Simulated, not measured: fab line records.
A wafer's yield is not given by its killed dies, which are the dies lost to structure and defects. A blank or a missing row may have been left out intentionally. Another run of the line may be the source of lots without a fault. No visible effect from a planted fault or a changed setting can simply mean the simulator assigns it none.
2 desks looking at one fault :: flow n5_finfet :: what lay behind the numbers comes last; until then each desk has only its own

== TOOL OWNER'S DESK, ald_metal-02 ==
The tool's own readings at N5_BEOL_M5_ALD_86 (deposits TaN, pulse time 2 s, purge time 3 s, co reactant purge time 2 s): means of the sampled wafers that have a number, for each lot that ran on this tool. Marked OUT: a lot whose mean sits more than 4 standard deviations from the usual mean, which makes it out of limits; the brackets give that distance.
Columns: A = heater_power_outer_w at N5_BEOL_M5_ALD_86, usual 234 W; B = heater_power_w at N5_BEOL_M5_ALD_86, usual 431 W; C = precursor_vessel_pressure_torr at N5_BEOL_M5_ALD_86, usual 26.25 Torr
lot: L783
first seen here: day 9 09:41
A: 237
B: 430
C: 26.29

lot: L786
first seen here: day 10 15:14
A: 208
B: 412
C: 26.29
This desk found nothing out of limits on any of the 2 lots.

== AT THE METROLOGY DESK ==
Means of the sampled wafers that have a number, per lot and without regard to the tool the lot ran on: this is what the gauges read. Marked OUT: a lot whose mean sits more than 4 standard deviations from the usual mean, which makes it out of limits; the brackets give that distance. Readings shown: 7 of its 36, picked as those furthest out on some lot.
Columns: A = COMB_M10 at N5_BEOL_M15_RC_MEAS_101, usual 1.46e-11 S/m; B = COMB_M7 at N5_BEOL_M15_RC_MEAS_101, usual 2.6e-11 S/m; C = COMB_M8 at N5_BEOL_M15_RC_MEAS_101, usual 2.7e-11 S/m; D = SERP_M10 at N5_BEOL_M15_RC_MEAS_101, usual 3.09 ohm/um; E = SERP_M12 at N5_BEOL_M15_RC_MEAS_101, usual 0.641 ohm/um; F = SERP_M6 at N5_BEOL_M15_RC_MEAS_101, usual 13.8 ohm/um; G = SERP_M9_max_site at N5_BEOL_M15_RC_MEAS_101, usual 3.15 ohm/um
lot: L779
first seen here: day 8 04:36
A: 1.55e-11
B: 1.9e-11
C: 3.8e-11
D: 2.99
E: 0.658
F: 13.2
G: 3.06

lot: L783
first seen here: day 9 02:18
A: 1.13e-11
B: 2.4e-11
C: 3.1e-11
D: 3.20
E: 0.620
F: 13.7
G: 3.16

lot: L786
first seen here: day 10 06:49
A: 1.06e-11
B: 2.5e-11
C: 2.4e-11
D: 3.05
E: 0.644
F: 13.6
G: 3.19
This desk found nothing out of limits on any of the 3 lots.

== TAKEN TOGETHER ==
Nothing out of limits was seen by the tool owner's desk.
Metrology desk: nothing out of limits seen.

== WHAT WAS PUT IN BY THE SIMULATOR ==
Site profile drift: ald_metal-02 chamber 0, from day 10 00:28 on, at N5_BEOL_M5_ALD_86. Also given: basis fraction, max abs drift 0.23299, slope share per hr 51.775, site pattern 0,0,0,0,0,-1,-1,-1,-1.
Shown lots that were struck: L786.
